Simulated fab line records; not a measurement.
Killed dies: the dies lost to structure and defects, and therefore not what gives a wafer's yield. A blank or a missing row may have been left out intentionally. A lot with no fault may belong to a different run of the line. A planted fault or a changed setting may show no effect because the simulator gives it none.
Chamber matching || flow n5-finfet || N5_FIN_SAQP_PECVD_47 on pecvd-03: 3 sister chambers
The step deposits a-Si from SiH4/He, target thk 45 nm, time 36.3 s. 6 wafers are shown with their chamber, then 8 later ones without.

WAFERS WITH THEIR CHAMBER
{"wafer": "L081.6", "chamber": 2, "throttle-valve-pct (%)": 18.0, "showerhead-plenum-p-Torr (Torr)": 5.75}
{"wafer": "L082.2", "chamber": 2, "throttle-valve-pct (%)": 18.0, "showerhead-plenum-p-Torr (Torr)": 5.76}
{"wafer": "L082.6", "chamber": 1, "throttle-valve-pct (%)": 19.6, "showerhead-plenum-p-Torr (Torr)": 5.63}
{"wafer": "L084.3", "chamber": 1, "throttle-valve-pct (%)": 19.2, "showerhead-plenum-p-Torr (Torr)": 5.63}
{"wafer": "L084.4", "chamber": 0, "throttle-valve-pct (%)": 17.4, "showerhead-plenum-p-Torr (Torr)": 5.65}
{"wafer": "L086.1", "chamber": 0, "throttle-valve-pct (%)": 17.5, "showerhead-plenum-p-Torr (Torr)": 5.64}

WAFERS WITHOUT THEIR CHAMBER
{"wafer": "L086.3", "throttle-valve-pct (%)": 18.3, "showerhead-plenum-p-Torr (Torr)": 5.75}
{"wafer": "L086.5", "throttle-valve-pct (%)": 17.4, "showerhead-plenum-p-Torr (Torr)": 5.65}
{"wafer": "L087.1", "throttle-valve-pct (%)": 18.4, "showerhead-plenum-p-Torr (Torr)": 5.75}
{"wafer": "L087.4", "throttle-valve-pct (%)": 19.5, "showerhead-plenum-p-Torr (Torr)": 5.63}
{"wafer": "L087.5", "throttle-valve-pct (%)": 17.4, "showerhead-plenum-p-Torr (Torr)": 5.65}
{"wafer": "L091.2", "throttle-valve-pct (%)": 18.1, "showerhead-plenum-p-Torr (Torr)": 5.75}
{"wafer": "L091.3", "throttle-valve-pct (%)": 17.4, "showerhead-plenum-p-Torr (Torr)": 5.65}
{"wafer": "L091.6", "throttle-valve-pct (%)": 19.3, "showerhead-plenum-p-Torr (Torr)": 5.64}

WHICH CHAMBER EACH ONE RAN IN
{"wafer": "L086.3", "from the rows above": 2, "in truth": 2}
{"wafer": "L086.5", "from the rows above": 0, "in truth": 0}
{"wafer": "L087.1", "from the rows above": 2, "in truth": 2}
{"wafer": "L087.4", "from the rows above": 1, "in truth": 1}
{"wafer": "L087.5", "from the rows above": 0, "in truth": 0}
{"wafer": "L091.2", "from the rows above": 2, "in truth": 2}
{"wafer": "L091.3", "from the rows above": 0, "in truth": 0}
{"wafer": "L091.6", "from the rows above": 1, "in truth": 1}
8 of 8 placed correctly. Number that these rows cannot place: 0. Wrongly placed: 0.
How it was worked out, from the rows above alone: a wafer's distance from a chamber is the root of the sum, over the readings, of the square of ((its reading less the chamber's mean) divided by the reading's scatter). If the next closest chamber is less than 2 further off than the closest, the wafer can't be placed; otherwise it belongs to the closest. The mean given for a chamber averages the wafers shown for that chamber. The scatter: the root of (the sum of the squares of (reading less its chamber's mean) over the shown wafers, divided by (wafers less chambers)).
